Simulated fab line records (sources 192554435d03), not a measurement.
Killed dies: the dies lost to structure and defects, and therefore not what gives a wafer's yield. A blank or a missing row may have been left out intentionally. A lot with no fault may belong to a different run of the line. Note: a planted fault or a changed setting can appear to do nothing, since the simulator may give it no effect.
fab line records	flow n5_finfet
record: lots: 5	wafers: 15	last_day: 18
route steps=1938 shown MOL_CONTACT_COAG@526 BEOL_M4@1111 PASSIVATION@1936
lots that met no fault: from a run of the same line without faults
start_h: hours from the record's first day to the start of the lot's first wafer shown	wait_h: hours since the lot's step before	" identical to the entry in the row above	L1.1+2: several wafers, shown together as one row	- no value, or no start given	* or withheld: withheld	< > ~ a bound
route shown NAME@n: NAME is a module with steps in the file, n the number in the route of the first one	usual: the fault-free wafers' mean and standard deviation	same: alike in all rows	chamber/n: place in a boat	sites: per-site readings	_std_site: how widely they spread, as a standard deviation	_edge_site: inner sites' mean taken away from outer sites' mean	radius_mm: how far each site lies from the wafer's centre	mask NAME#n: copy n	behind: the tool/chamber that last shaped the wafer	hold: why the lot was held/for how many hours/how that ended	device: transistor that didn't switch, given as n, p or np	end of line: at the end of the route, the tests of the same wafers	for a step that has no rows: nothing shown but its recipe	killed: count of dies lost to structure and defects at first sort (not the wafer's yield)	map: per-die view of a wafer (x killed, . not killed, _ where there is no die)
set.NAME: the setting that was run; set.NAME@STEP: the one run at that earlier step	model.NAME: the simulator's own value behind a step, which no gauge read
lots seen at some steps along the route; tables by step, rows by wafer
services: the hour from which a tool's chamber was out of use, counted from the record's first day as start_h (under 0 if before that day), plus the number of hours and why
== steps ==
step: N5_MOL_CONTACT_COAG_CD_MEAS_08
recipe: target_cd_nm: 28	landing_energy_ev: 500	detector: se_inlens	polarity: opening
usual: cd_nm: 27.97/0.22
same: landing_energy_ev: 500
lot.wafer	tool	chamber	start_h	wait_h	cd_nm
L640.1	cd_sem-01	0	98.43	-	27.91
L640.3	"	0	"	"	28.29
L640.6	"	0	"	"	28.03
L641.1	cd_sem-03	0	98.98	-	27.69
L641.2	"	0	"	"	27.78
L641.5	"	0	"	"	28.07
L644.3	cd_sem-01	0	120.21	-	27.99
L644.4	"	0	"	"	28.30
L644.5	"	0	"	"	27.85
L648.3	cd_sem-03	0	140.22	-	28.23
L648.5	"	0	"	"	28.00
L648.6	"	0	"	"	27.56
L657.1	cd_sem-02	0	200.39	-	28.05
L657.3	"	0	"	"	27.99
L657.5	"	0	"	"	28.24
step: N5_MOL_CONTACT_COAG_OVL_MEAS_09
recipe: points_per_wafer: 522
usual: CA_OVL: -0.1/0.74
same: points_per_wafer: 522
lot.wafer	tool	chamber	start_h	wait_h	CA_OVL[nm]
L640.1	overlay-01	0	98.46	0.0	-0.3
L640.3	"	0	"	"	0.3
L640.6	"	0	"	"	1.1
L641.1	overlay-01	0	99.01	0.0	-0.2
L641.2	"	0	"	"	0.7
L641.5	"	0	"	"	-1.3
L644.3	overlay-01	0	120.25	0.0	-0.2
L644.4	"	0	"	"	-0.6
L644.5	"	0	"	"	0.2
L648.3	overlay-02	0	140.25	0.0	-0.6
L648.5	"	0	"	"	-0.2
L648.6	"	0	"	"	-0.5
L657.1	overlay-02	0	200.42	0.0	1.1
L657.3	"	0	"	"	0.5
L657.5	"	0	"	"	0.5
step: N5_MOL_CONTACT_COAG_INSPECT_10
recipe: mode: adi	inspect_instrument: brightfield
usual: raw_defect_count: 69/27
lot.wafer	tool	chamber	start_h	wait_h	raw_defect_count
L640.1	defect_inspect-02	-	98.52	0.1	82
L640.3	"	-	"	"	101
L640.6	"	-	"	"	90
L641.1	defect_inspect-02	-	99.07	0.1	89
L641.2	"	-	"	"	61
L641.5	"	-	"	"	83
L644.3	defect_inspect-01	-	120.30	0.0	71
L644.4	"	-	"	"	52
L644.5	"	-	"	"	64
L648.3	defect_inspect-02	-	140.30	0.0	58
L648.5	"	-	"	"	69
L648.6	"	-	"	"	42
L657.1	defect_inspect-02	-	200.47	0.1	54
L657.3	"	-	"	"	50
L657.5	"	-	"	"	42
step: N5_MOL_CONTACT_COAG_DESCUM_13
recipe: chemistry: O2	time_s: 7	source_power_w: 50	bias_power_w: 20	pressure_mtorr: 20	rf_frequency_hz: 2.712e+07	temp_c: 40	resist: CAR-EUV	o2_flow_sccm: 225
usual: drypump_motor_current_A: 5.8/0.44	oes_product_au: 0.81/0.085	rf_vpp_V: 243.4/1.5	showerhead_plenum_p_Torr: 2.10/0.086	throttle_valve_pct: 20.40/0.21
lot.wafer	tool	chamber	start_h	wait_h	drypump_motor_current_A	oes_product_au	rf_hours_counter_h	rf_vpp_V	showerhead_plenum_p_Torr	throttle_valve_pct
L640.1	rie_diel-03	0	98.55	0.0	5.7	0.72	209	242.2	1.99	20.57
L640.3	"	2	"	"	5.1	0.73	165	242.5	2.08	20.33
L640.6	"	2	"	"	5.1	0.73	-	242.3	2.08	20.32
L641.1	rie_diel-04	2	99.11	0.0	6.3	0.73	188	240.4	1.99	20.86
L641.2	"	3	"	"	5.3	0.92	17	242.0	2.05	20.09
L641.5	"	3	"	"	5.3	0.92	-	243.5	2.05	20.08
L644.3	rie_diel-03	0	120.33	0.0	5.7	0.72	213	241.1	1.98	20.60
L644.4	"	1	"	"	5.9	0.89	30	245.1	2.13	20.54
L644.5	"	3	"	"	5.4	0.89	-	246.0	2.23	20.10
L648.3	rie_diel-04	1	140.34	0.0	6.3	0.89	41	244.1	2.12	20.31
L648.5	"	2	"	"	6.3	0.71	-	242.7	1.99	20.86
L648.6	"	3	"	"	5.3	0.89	-	242.8	2.05	20.13
L657.1	rie_diel-02	0	200.51	0.0	6.4	0.72	195	240.1	1.99	20.59
L657.3	"	2	"	"	6.0	0.78	143	245.8	2.19	20.33
L657.5	"	2	"	"	6.0	0.78	-	244.5	2.19	20.34
step: N5_MOL_CONTACT_COAG_ETCH_59
recipe: chemistry: N2/H2	target: underlayer	target_depth_a: 130	mask_material: CAR-EUV	time_s: 10.4	ion_energy_ev: 200	pressure_mtorr: 30	source_w: 840	bias_w: 150	n2_flow_sccm: 200	h2_flow_sccm: 200	ends: cleared
usual: bias_w: 150.0/0.43	drypump_motor_current_A: 5.8/0.44	etch_rf_on_time_s: 10.4/0.33	oes_product_au: 0.69/0.073	rf_vpp_V: 524.3/2.9	showerhead_plenum_p_Torr: 2.56/0.11	throttle_valve_pct: 17.84/0.23
lot.wafer	tool	chamber	start_h	wait_h	bias_w	drypump_motor_current_A	etch_rf_on_time_s	oes_product_au	rf_hours_counter_h	rf_vpp_V	showerhead_plenum_p_Torr	throttle_valve_pct
L640.1	rie_diel-03	0	98.59	0.0	150.3	5.7	10.4	0.61	209	520.3	2.40	17.99
L640.3	"	2	"	"	150.4	5.1	10.8	0.62	165	524.6	2.55	18.04
L640.6	"	2	"	"	150.0	5.1	10.8	0.62	-	523.8	2.55	18.00
L641.1	rie_diel-04	2	99.16	0.0	149.9	6.3	10.4	0.63	188	521.2	2.42	18.22
L641.2	"	3	"	"	149.8	5.3	9.9	0.79	17	523.4	2.48	17.39
L641.5	"	3	"	"	149.5	5.3	10.0	0.78	-	524.1	2.48	17.40
L644.3	rie_diel-03	0	120.37	0.0	150.0	5.7	10.3	0.62	213	520.6	2.40	17.98
L644.4	"	1	"	"	149.3	5.9	10.6	0.75	30	523.9	2.58	17.84
L644.5	"	3	"	"	150.3	5.5	10.4	0.77	-	528.4	2.71	17.56
L648.3	rie_diel-04	1	140.37	0.0	149.1	6.3	10.2	0.76	41	523.2	2.59	17.75
L648.5	"	2	"	"	150.3	6.3	10.5	0.61	-	519.7	2.41	18.24
L648.6	"	3	"	"	150.1	5.3	9.9	0.77	-	523.8	2.48	17.42
L657.1	rie_diel-02	0	200.54	0.0	149.5	6.4	10.5	0.60	195	519.7	2.43	18.10
L657.3	"	2	"	"	150.1	6.0	9.8	0.68	143	527.2	2.65	17.74
L657.5	"	2	"	"	149.5	6.0	9.7	0.68	-	526.4	2.65	17.72
step: N5_MOL_CONTACT_COAG_ETCH_105
recipe: chemistry: CF4	target: SiARC	target_depth_a: 156	mask_material: CAR-EUV	time_s: 26	ion_energy_ev: 80	pressure_mtorr: 40	source_w: 545	bias_w: 36	Ar_flow_sccm: 100	cf4_flow_sccm: 100	ends: cleared
usual: bias_w: 35.99/0.11	cf4_flow_sccm: 99.98/0.27	drypump_motor_current_A: 5.8/0.43	etch_rf_on_time_s: 26.1/0.9	oes_product_au: 0.69/0.074	rf_vpp_V: 184.2/1.3	showerhead_plenum_p_Torr: 2.16/0.082	throttle_valve_pct: 15.61/0.27
lot.wafer	tool	chamber	start_h	wait_h	bias_w	cf4_flow_sccm	drypump_motor_current_A	etch_rf_on_time_s	oes_product_au	rf_hours_counter_h	rf_vpp_V	showerhead_plenum_p_Torr	throttle_valve_pct
L640.1	rie_diel-03	0	98.61	0.0	36.17	100.81	5.6	25.9	0.62	209	182.2	2.05	15.87
L640.3	"	2	"	"	35.99	100.33	5.1	27.5	0.62	165	185.1	2.13	15.57
L640.6	"	2	"	"	36.00	99.87	5.1	27.3	0.62	-	184.3	2.13	15.56
L641.1	rie_diel-04	2	99.19	0.0	36.00	100.31	6.3	26.0	0.62	188	184.1	2.05	16.06
L641.2	"	3	"	"	36.10	99.53	5.3	24.5	0.80	17	183.5	2.10	15.22
L641.5	"	3	"	"	36.02	100.43	5.3	24.4	0.81	-	185.0	2.10	15.22
L644.3	rie_diel-03	0	120.39	0.0	36.01	100.22	5.7	25.4	0.62	213	182.1	2.04	15.87
L644.4	"	1	"	"	36.25	99.84	5.9	26.4	0.75	30	183.9	2.20	15.84
L644.5	"	3	"	"	36.03	99.53	5.4	26.2	0.76	-	186.1	2.26	15.22
L648.3	rie_diel-04	1	140.39	0.0	35.97	99.98	6.3	25.2	0.77	41	182.5	2.19	15.63
L648.5	"	2	"	"	36.01	100.22	6.3	25.8	0.61	-	183.3	2.04	16.08
L648.6	"	3	"	"	35.79	99.81	5.3	24.4	0.78	-	183.3	2.09	15.25
L657.1	rie_diel-02	0	200.56	0.0	36.08	99.85	6.4	26.2	0.62	195	183.0	2.05	15.81
L657.3	"	2	"	"	35.74	99.98	6.0	24.4	0.68	143	184.5	2.24	15.55
L657.5	"	2	"	"	35.83	99.93	6.0	24.5	0.68	-	184.4	2.24	15.56
step: N5_MOL_CONTACT_COAG_ETCH_106
recipe: chemistry: N2/H2	target: SOC	target_depth_a: 800	overetch_a: 160	mask_material: SiARC	temp_c: 40	time_s: 120	ion_energy_ev: 200	pressure_mtorr: 30	source_w: 840	bias_w: 150	n2_flow_sccm: 200	h2_flow_sccm: 200
usual: bias_w: 150.0/0.49	drypump_motor_current_A: 5.8/0.43	oes_product_au: 0.73/0.072	rf_vpp_V: 524/3.1	showerhead_plenum_p_Torr: 2.56/0.11	throttle_valve_pct: 17.82/0.23
lot.wafer	tool	chamber	start_h	wait_h	bias_w	drypump_motor_current_A	oes_product_au	rf_hours_counter_h	rf_vpp_V	showerhead_plenum_p_Torr	throttle_valve_pct
L640.1	rie_diel-03	0	98.64	0.0	149.4	5.6	0.64	209	521	2.40	17.95
L640.3	"	2	"	"	150.3	5.1	0.66	166	525	2.55	17.99
L640.6	"	2	"	"	150.1	5.1	0.66	-	523	2.55	18.00
L641.1	rie_diel-04	2	99.23	0.0	149.1	6.3	0.65	188	520	2.42	18.19
L641.2	"	3	"	"	150.4	5.3	0.81	17	524	2.49	17.35
L641.5	"	3	"	"	149.8	5.3	0.81	-	523	2.48	17.36
L644.3	rie_diel-03	0	120.42	0.0	150.1	5.7	0.64	213	521	2.40	17.98
L644.4	"	1	"	"	148.7	5.9	0.80	30	523	2.58	17.81
L644.5	"	3	"	"	150.0	5.4	0.80	-	528	2.71	17.52
L648.3	rie_diel-04	1	140.42	0.0	150.2	6.3	0.80	41	525	2.59	17.75
L648.5	"	2	"	"	149.9	6.3	0.64	-	519	2.41	18.21
L648.6	"	3	"	"	150.4	5.3	0.78	-	524	2.48	17.39
L657.1	rie_diel-02	0	200.59	0.0	150.5	6.4	0.64	195	522	2.43	18.08
L657.3	"	2	"	"	149.3	6.0	0.69	143	527	2.65	17.70
L657.5	"	2	"	"	149.6	6.0	0.69	-	527	2.65	17.68
step: N5_MOL_CONTACT_COAG_STRIP_107
recipe: chemistry: N2/H2	temp_c: 40	n2_flow_sccm: 200	h2_flow_sccm: 200	rf_frequency_hz: 6e+07
step: N5_MOL_CONTACT_COAG_STRIP_108
recipe: chemistry: N2/H2	temp_c: 40	n2_flow_sccm: 200	h2_flow_sccm: 200	rf_frequency_hz: 6e+07
step: N5_MOL_CONTACT_COAG_CONTACT_ETCH_14
recipe: chemistry: C4F6/O2	target: SiO2	target_depth_a: 275	overetch_a: 85	mask_material: SOC	pressure_mtorr: 30	source_w: 370	bias_w: 185	Ar_flow_sccm: 300	C4F6_flow_sccm: 16	O2_flow_sccm: 10	time_s: 20	ion_energy_ev: 259.6
step: N5_MOL_CONTACT_COAG_STRIP_109
recipe: chemistry: C4F6/O2	resist: SiARC	rf_frequency_hz: 6e+07
step: N5_MOL_CONTACT_COAG_ETCH_15
recipe: chemistry: CH3F/O2	target: SiNx	target_depth_a: 70	mask_material: SOC	stop_on: Si:P	over_etch_frac: 0.75	ion_energy_ev: 120	pressure_mtorr: 30	source_w: 395	bias_w: 73	Ar_flow_sccm: 150	CH3F_flow_sccm: 30	O2_flow_sccm: 20
step: N5_MOL_CONTACT_COAG_ETCH_110
recipe: chemistry: CF4/O2	target: Si	target_depth_a: 25	time_s: 8	pressure_mtorr: 100	source_w: 200	bias_w: 12	ion_energy_ev: 60	Ar_flow_sccm: 100	cf4_flow_sccm: 100	O2_flow_sccm: 10
usual: bias_w: 11.99/0.037	cf4_flow_sccm: 99.99/0.26	drypump_motor_current_A: 5.8/0.44	oes_product_au: 0.81/0.087	rf_vpp_V: 129/3	showerhead_plenum_p_Torr: 2.24/0.083	throttle_valve_pct: 10.72/0.29
lot.wafer	tool	chamber	start_h	wait_h	bias_w	cf4_flow_sccm	drypump_motor_current_A	oes_product_au	rf_hours_counter_h	rf_vpp_V	showerhead_plenum_p_Torr	throttle_valve_pct	model.etch.depth_nm
L640.1	rie_diel-03	0	98.83	0.0	11.97	100.50	5.7	0.73	209	123	2.12	11.06	2.543
L640.3	"	2	"	"	11.97	100.08	5.1	0.72	166	132	2.22	10.79	2.401
L640.6	"	2	"	"	12.00	100.12	5.1	0.73	-	132	2.22	10.75	2.392
L641.1	rie_diel-04	2	99.52	0.1	11.97	100.01	6.3	0.72	188	130	2.13	11.22	2.488
L641.2	"	3	"	"	12.05	99.48	5.3	0.94	17	125	2.18	10.27	2.619
L641.5	"	3	"	"	12.07	100.11	5.3	0.93	-	123	2.18	10.27	2.628
L644.3	rie_diel-03	0	120.61	0.0	8.89	100.32	5.7	0.66	213	95	2.12	11.07	2.218
L644.4	"	1	"	"	11.95	99.78	5.9	0.88	30	127	2.28	10.83	2.459
L644.5	"	3	"	"	11.93	100.11	5.4	0.90	-	134	2.35	10.27	2.507
L648.3	rie_diel-04	1	140.61	0.0	12.01	100.55	6.3	0.91	41	126	2.27	10.66	2.598
L648.5	"	2	"	"	11.98	99.60	6.4	0.71	-	128	2.12	11.24	2.493
L648.6	"	3	"	"	12.01	99.70	5.3	0.92	-	124	2.17	10.34	2.677
L657.1	rie_diel-02	0	200.79	0.0	12.02	100.37	6.4	0.72	195	131	2.13	10.99	2.482
L657.3	"	2	"	"	12.00	100.31	6.0	0.81	143	131	2.32	10.73	2.691
L657.5	"	2	"	"	12.06	100.18	6.0	0.80	-	130	2.32	10.73	2.704
step: N5_MOL_CONTACT_COAG_STRIP_98
recipe: chemistry: N2/H2	power_w: 500	temp_c: 40	pressure_mtorr: 50	rf_frequency_hz: 6e+07	overash_fraction: 0.3	bias_power_w: 8	h2_frac: 0.5	n2_flow_sccm: 300	h2_flow_sccm: 300
usual: drypump_motor_current_A: 5.8/0.44	oes_product_au: 0.81/0.085	rf_vpp_V: 54.4/1.4	showerhead_plenum_p_Torr: 3.38/0.13	throttle_valve_pct: 19.0/0.38
lot.wafer	tool	chamber	start_h	wait_h	drypump_motor_current_A	oes_product_au	rf_hours_counter_h	rf_vpp_V	showerhead_plenum_p_Torr	throttle_valve_pct
L640.1	rie_diel-03	0	98.88	0.0	5.7	0.71	209	56.9	3.18	19.1
L640.3	"	2	"	"	5.1	0.74	166	54.5	3.37	19.6
L640.6	"	2	"	"	5.1	0.73	-	57.3	3.37	19.6
L641.1	rie_diel-04	2	99.60	0.0	6.4	0.72	188	52.8	3.20	19.1
L641.2	"	3	"	"	5.3	0.92	17	55.6	3.28	18.2
L641.5	"	3	"	"	5.3	0.91	-	53.5	3.29	18.2
L644.3	rie_diel-03	0	120.66	0.0	5.7	0.71	213	55.2	3.17	19.1
L644.4	"	1	"	"	5.9	0.89	30	54.8	3.40	18.7
L644.5	"	3	"	"	5.4	0.89	-	57.5	3.58	18.6
L648.3	rie_diel-04	1	140.66	0.0	6.3	0.91	41	54.6	3.42	18.7
L648.5	"	2	"	"	6.3	0.70	-	55.8	3.19	19.1
L648.6	"	3	"	"	5.3	0.90	-	51.3	3.28	18.2
L657.1	rie_diel-02	0	200.84	0.0	6.4	0.72	195	53.8	3.21	19.3
L657.3	"	2	"	"	6.0	0.79	143	52.8	3.49	18.8
L657.5	"	2	"	"	6.0	0.77	-	55.5	3.49	18.8
step: N5_BEOL_M4_RC_MEAS_101
usual: DIBL_N: 36.3/1.9	DIBL_P: 36.0/2.1	IOFF_N: 0.16/0.031	IOFF_P: 0.21/0.035	ION_N: 675/14	ION_P: 464/8.5	SS_N: 71.5/0.6	SS_P: 73.3/0.72	VT_N: 250/3.2	VT_P: -250/3.1
lot.wafer	tool	chamber	start_h	wait_h	DIBL_N[mV/V]	DIBL_P[mV/V]	IOFF_N[nA/um]	IOFF_P[nA/um]	ION_N[uA/um]	ION_P[uA/um]	SS_N[mV/dec]	SS_P[mV/dec]	VT_N[mV]	VT_P[mV]
L640.1	prober-02	0	173.37	0.0	33.9	33.4	0.11	0.17	662	457	70.9	71.9	253	-248
L640.3	"	0	"	"	38.7	38.1	0.21	0.26	676	466	72.7	73.5	248	-246
L640.6	"	0	"	"	35.0	35.1	0.13	0.21	663	459	71.5	73.5	251	-248
L641.1	prober-01	0	173.88	0.0	33.3	32.1	0.11	0.15	658	456	70.6	72.4	255	-256
L641.2	"	0	"	"	34.7	33.8	0.13	0.16	672	460	70.7	72.0	253	-255
L641.5	"	0	"	"	35.3	33.9	0.13	0.16	662	446	71.4	73.6	255	-256
L644.3	prober-01	0	192.98	0.3	35.8	36.8	0.16	0.24	680	471	71.8	73.4	251	-249
L644.4	"	0	"	"	33.1	33.2	0.13	0.19	672	468	71.0	72.2	251	-248
L644.5	"	0	"	"	34.9	36.5	0.16	0.25	676	469	70.9	73.0	249	-244
L648.3	prober-01	0	209.22	0.3	32.9	34.8	0.12	0.16	653	451	70.9	72.7	254	-254
L648.5	"	0	"	"	35.5	37.2	0.15	0.20	653	447	72.0	73.5	253	-252
L648.6	"	0	"	"	35.7	38.1	0.15	0.20	657	451	72.1	73.6	252	-251
L657.1	prober-02	0	307.55	0.0	38.7	36.1	0.19	0.21	680	463	71.5	73.5	246	-249
L657.3	"	0	"	"	37.7	36.8	0.16	0.23	670	464	71.4	73.8	247	-245
L657.5	"	0	"	"	37.7	36.6	0.16	0.22	670	459	71.6	73.1	249	-250
step: N5_PASSIVATION_PROBE_49
usual: defect_limited_yield: 91.0/1.5	killed_at_M0_to_M3: 32/9.6	killed_at_M4_up: 13/4.7	killed_at_contacts: 13/7.2	killed_at_front_end: 44/13	killed_at_other: 4/3.4	killed_dies: 106/18	killed_open: 70/13	killed_short: 35/8	sort_bin_5_function: 5.3/0.97	sort_bin_6_memory: 3.4/0.73	sort_n_pass: 1074/18	sort_yield_pct: 91.0/1.5
same: gross_dies: 1180	killed_at_back_side: 0	sort_bin_4_leakage[%]: 0	sort_bin_8_speed[%]: 0
lot.wafer	tool	chamber	start_h	wait_h	defect_limited_yield[%]	killed_at_M0_to_M3	killed_at_M4_up	killed_at_contacts	killed_at_front_end	killed_at_other	killed_dies	killed_open	killed_short	sort_bin_5_function[%]	sort_bin_6_memory[%]	sort_n_pass	sort_yield_pct[%]
L641.1	prober-01	-	255.70	0.0	91.3	18	11	18	52	4	103	78	24	5.1	3.4	1077	91.3
L641.2	prober-01	-	255.75	0.1	91.5	29	16	12	42	1	100	71	28	5.2	3.0	1080	91.5
L641.5	prober-01	-	255.90	0.2	88.2	37	9	30	57	6	139	98	38	7.4	4.2	1041	88.2
L640.1	prober-01	-	258.60	0.0	91.4	28	14	16	42	2	102	71	30	5.0	3.4	1078	91.4
L640.3	prober-01	-	258.70	0.1	89.7	39	23	8	49	2	121	74	46	5.8	4.1	1059	89.7
L640.6	prober-01	-	258.85	0.3	90.6	45	14	7	44	1	111	77	34	5.6	3.3	1069	90.6
L648.3	prober-01	-	295.26	0.1	90.1	36	15	8	55	3	117	92	24	6.3	3.4	1063	90.1
L648.5	prober-01	-	295.36	0.2	91.4	29	15	17	38	3	102	60	36	5.3	3.0	1078	91.4
L648.6	prober-01	-	295.41	0.3	91.5	24	7	17	44	8	100	66	32	5.3	2.9	1080	91.5
killed by level:class
L641.1 STI_FIN_REVEAL:geometric_particle:open=31 MOL_CONTACT_COAG:geometric_particle:open=16 STI_FIN_REVEAL:geometric_particle:short=7 BEOL_M2:geometric_particle:open=6 BEOL_M4:geometric_particle:open=5 BEOL_M0_SAQP:geometric_particle:open=4 BEOL_M0_SAQP:geometric_particle:short=3 BEOL_M3:geometric_particle:open=3
L641.2 STI_FIN_REVEAL:geometric_particle:open=17 MOL_CONTACT_COAG:geometric_particle:open=9 BEOL_M0_SAQP:geometric_particle:short=8 FIN_SAQP:geometric_particle:open=7 BEOL_M3:geometric_particle:open=7 BEOL_M6:geometric_particle:open=5 DUMMY_GATE:geometric_particle:open=4 GATE_CUT:geometric_particle:short=4
L641.5 MOL_CONTACT_COAG:geometric_particle:open=26 STI_FIN_REVEAL:geometric_particle:open=19 BEOL_M0_SAQP:geometric_particle:open=12 BEOL_M0_SAQP:geometric_particle:short=11 DUMMY_GATE:geometric_particle:open=10 FIN_SAQP:geometric_particle:open=8 FIN_SAQP:geometric_particle:short=6 BEOL_M2:geometric_particle:open=5
L640.1 MOL_CONTACT_COAG:geometric_particle:open=14 BEOL_M4:geometric_particle:open=11 FIN_SAQP:geometric_particle:open=10 BEOL_M2:geometric_particle:open=10 FIN_SAQP:geometric_particle:short=7 BEOL_M3:geometric_particle:open=6 BEOL_M2:geometric_particle:short=5 FIN_CUT:geometric_particle:short=4
L640.3 BEOL_M4:geometric_particle:open=16 BEOL_M2:geometric_particle:open=14 FIN_SAQP:geometric_particle:short=13 FIN_SAQP:geometric_particle:open=9 STI_FIN_REVEAL:geometric_particle:open=7 GATE_CUT:geometric_particle:short=6 MOL_CONTACT_COAG:geometric_particle:short=5 BEOL_M0_SAQP:geometric_particle:open=5
L640.6 BEOL_M3:geometric_particle:open=13 GATE_CUT:geometric_particle:open=9 BEOL_M1:geometric_particle:open=9 BEOL_M0_SAQP:geometric_particle:open=8 FIN_SAQP:geometric_particle:open=6 BEOL_M2:geometric_particle:open=5 FIN_SAQP:geometric_particle:short=4 DUMMY_GATE:geometric_particle:open=4
L648.3 FIN_SAQP:geometric_particle:open=23 STI_FIN_REVEAL:geometric_particle:open=16 BEOL_M2:geometric_particle:open=15 FIN_SAQP:geometric_particle:short=7 MOL_CONTACT_COAG:geometric_particle:open=7 BEOL_M4:geometric_particle:open=7 BEOL_M3:geometric_particle:open=5 STARTING-WAFER:geometric_particle:short=3
L648.5 BEOL_M2:geometric_particle:open=12 MOL_CONTACT_COAG:geometric_particle:open=10 BEOL_M0_SAQP:geometric_particle:short=9 FIN_SAQP:geometric_particle:open=7 MOL_CONTACT_COAG:geometric_particle:short=7 GATE_CUT:geometric_particle:short=6 BEOL_M4:geometric_particle:open=6 FIN_SAQP:geometric_particle:short=4
L648.6 MOL_CONTACT_COAG:geometric_particle:open=14 FIN_SAQP:geometric_particle:open=11 STI_FIN_REVEAL:geometric_particle:open=9 BEOL_M0_SAQP:geometric_particle:short=7 BEOL_M0_SAQP:geometric_particle:open=6 GATE_CUT:geometric_particle:short=5 BEOL_M2:geometric_particle:open=5 FIN_SAQP:geometric_particle:short=4
== services ==
tool	chamber	start_h	hours	kind
rie_diel-04	0	82.80	-	clean
rie_diel-04	0	82.80	-	consumable_replace:focus_ring
rie_diel-04	0	82.80	22.1	scheduled_down
rie_diel-04	0	82.80	22.1	vent_cycle
rie_diel-04	1	98.25	7.9	repair
rie_diel-04	-	101.94	0.2	repair
rie_diel-03	2	103.38	6.4	repair
rie_diel-03	0	107.48	11.9	repair
rie_diel-04	0	111.02	1.2	repair
rie_diel-02	1	132.22	-	clean
rie_diel-02	1	132.22	-	consumable_replace:focus_ring
rie_diel-02	1	132.22	-	consumable_replace:showerhead
rie_diel-02	1	132.22	12.2	scheduled_down
rie_diel-02	1	132.22	12.2	vent_cycle
rie_diel-04	-	153.03	28.1	pm
rie_diel-02	1	162.01	21.4	repair
rie_diel-02	3	179.16	26.0	repair
rie_diel-04	-	181.13	14.6	pm
== key ==
first_sign: step: N5_MOL_CONTACT_COAG_ETCH_110	reading: bias_w	direction: down	sigmas: 84	usual: *	struck: *
effect: step: N5_MOL_CONTACT_COAG_ETCH_110	reading: rf_vpp_V	direction: down	sigmas: 11	usual: 129	struck: 95
model_effect: step: N5_MOL_CONTACT_COAG_ETCH_110	value: etch.depth_nm	without: 2.508	struck: 2.218
met_at N5_MOL_CONTACT_COAG_ETCH_110
struck_wafers L644.3
onset_between 98.83 120.61
fault: kind: process_parameter_drift	tool: rie_diel-03	chamber: 0	onset_h: 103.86	steps: N5_MOL_CONTACT_COAG_ETCH_110	channel: bias_w	offset: *	shape: step	end_h: 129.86	acts_in: *	stated: *
